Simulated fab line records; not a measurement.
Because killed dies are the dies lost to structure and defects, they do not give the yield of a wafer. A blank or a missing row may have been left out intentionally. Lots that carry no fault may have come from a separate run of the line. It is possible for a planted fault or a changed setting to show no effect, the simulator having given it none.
A lot that was struck, set against a sound lot    flow n5Finfet    33 out of 1938 route steps
Sound: the wafers L249.3, L249.4, L249.6. Struck: wafer L244.5. The cause is named last.
Each step with rows lists, per side, the tool, then ch with its chambers, then its first start. Under that, the readings that differ: sound wafers    struck wafers    difference of the means    sigmas: that difference in standard deviations of wafers without a fault.
alike: readings with means less than 2 such deviations apart, plus words and numbers identical on both sides. not compared: withheld readings, readings lacking a value on some wafer, bounds such as >300 that could conceal the same value, and numbers that have no deviation in the record and whose values overlap.
Wherever a step has rows on one side only, a row that says differs or no value, or a row with sigmas, the two part there. Numbers that have no deviation but don't overlap get no sigmas and don't part them. A reading that every wafer of one side lacks parts them only if that side has two wafers or more.

first, 2 steps without rows for these wafers: N5_BEOL_M1_ANNEAL_91 (time 240 s); N5_BEOL_M1_SPUTTER_92 (material Cu, target thk 4.5 nm, time 8.29 s).
N5_BEOL_M1_ANNEAL_93: time 240 s.
  sound on pvdSputter-01, day 11 18:56; struck on pvdSputter-01, day 11 05:24
reading             sound                 struck  difference  sigmas
susceptorTempC (C)  399.85 400.01 399.63  400.40  +0.57       +3
  alike: heaterPowerW
N5_BEOL_M1_SPUTTER_94: material Cu, target thk 4.5 nm, time 8.29 s.
  sound on pvdSputter-01, day 11 19:04; struck on pvdSputter-01, day 11 05:31
  alike: chuckSensorTempC, susceptorTempC, throttleValvePct
N5_BEOL_M1_ANNEAL_95: time 240 s.
  sound on pvdSputter-01, day 11 19:09; struck on pvdSputter-01, day 11 05:37
  alike: heaterPowerW, susceptorTempC
then, 4 steps without rows for these wafers: N5_BEOL_M1_SPUTTER_96 (material Cu, target thk 4.5 nm, time 8.29 s); N5_BEOL_M1_ECD_50 (material Cu, target thk 300 nm); N5_BEOL_M1_ANNEAL_51 (time 90 s); N5_BEOL_M1_CMP_52 (polishes, stops on SiOC, t overpolish 6.8 s, target thk 40 nm).
N5_BEOL_M1_THK_MEAS_53: measures by xrf.
  sound on filmMetro-01, day 11 20:04; struck on filmMetro-01, day 11 06:29
  alike: M1_THK
then, 2 steps without rows for these wafers: N5_BEOL_M1_PRE_CLEAN_60 (time 15 s); N5_BEOL_M1_CO_CAP_55 (material Co, precursor CCTBA/H2, target thk 2 nm, time 102.1 s).
N5_BEOL_M1_PRE_CLEAN_56: time 15 s.
  sound on pecvd-02 ch 0,1, day 11 20:16; struck on pecvd-01 ch 2, day 11 06:39
N5_BEOL_M1_DEP_57: deposits SiCN from 3MS/NH3, target thk 8 nm, time 14 s.
  sound on pecvd-02 ch 0,1, day 11 20:17; struck on pecvd-01 ch 2, day 11 06:41
  alike: showerheadPlenumPTorr, throttleValvePct
N5_BEOL_M1_RS_MEAS_58: a four-point-probe measurement.
  sound on filmMetro-02, day 11 20:21; struck on filmMetro-02, day 11 06:44
  alike: M1_RS
N5_BEOL_M1_INSPECT_59: inspects for defects (darkfield).
  sound on defectInspect-02, day 11 20:22; struck on defectInspect-01, day 11 06:46
reading         sound     struck  difference  sigmas
rawDefectCount  54 40 40  571     +526        +29
then, 1 step without rows for these wafers: N5_BEOL_M2_ILD_DEP_00 (deposits SiOC from DEMS/O2, target thk 79 nm, time 15.3 s).
N5_BEOL_M2_THK_MEAS_01:
  sound on filmMetro-02, day 11 20:29; struck on filmMetro-01, day 11 06:52
  alike: M2_ILD_THK
N5_BEOL_M2_PECVD_72: deposits SiO2 from TEOS/O2, target thk 16 nm, time 18 s.
  sound on pecvd-04 ch 0,1, day 11 20:31; struck on pecvd-03 ch 2, day 11 06:55
reading               sound           struck  difference  sigmas
throttleValvePct (%)  25.4 25.2 21.2  20.5    -3.4        -2
  alike: heaterPowerW, showerheadPlenumPTorr, susceptorTempC
then, 10 steps without rows for these wafers: N5_BEOL_M2_HM_DEP_02 (deposits TiN, target thk 20 nm); N5_BEOL_M2_COAT_61 (time 60 s, resist thk 60 nm); N5_BEOL_M2_COAT_62 (time 60 s, resist thk 12 nm); N5_BEOL_M2_COAT_73 (time 60 s, resist thk 5 nm); N5_BEOL_M2_COAT_05 (resist thk 30 nm); N5_BEOL_M2_EBR_07; N5_BEOL_M2_SOFTBAKE_06 (time 60 s); N5_BEOL_M2_EXPOSE_08 (exposes mask M2); N5_BEOL_M2_PEB_09 (peb time 60 s); N5_BEOL_M2_DEVELOP_10 (develop time 30 s).
N5_BEOL_M2_CD_MEAS_11 targets a cd of 16.79 nm.
  sound on cdSem-02 ch 0, day 11 21:56; struck on cdSem-01 ch 0, day 11 07:38
reading    sound              struck  difference  sigmas
cdNm (nm)  16.59 16.43 16.59  17.06   +0.52       +2
N5_BEOL_M2_OVL_MEAS_12:
  sound on overlay-02 ch 0, day 11 21:58; struck on overlay-02 ch 0, day 11 07:41
reading      sound        struck  difference  sigmas
M2_OVL (nm)  0.2 1.0 0.2  -1.1    -1.6        -2
N5_BEOL_M2_INSPECT_13: inspects for defects (brightfield).
  sound on defectInspect-01, day 11 22:01; struck on defectInspect-02, day 11 07:43
reading         sound        struck  difference  sigmas
rawDefectCount  323 271 553  824     +442        +4
then, 1 step without rows for these wafers: N5_BEOL_M2_DESCUM_16 (chemistry O2, time 7 s).

## WHERE THEY PART
First at N5_BEOL_M1_ANNEAL_93; last, within this record, at N5_BEOL_M2_INSPECT_13.

WHY: the cause the simulator had injected
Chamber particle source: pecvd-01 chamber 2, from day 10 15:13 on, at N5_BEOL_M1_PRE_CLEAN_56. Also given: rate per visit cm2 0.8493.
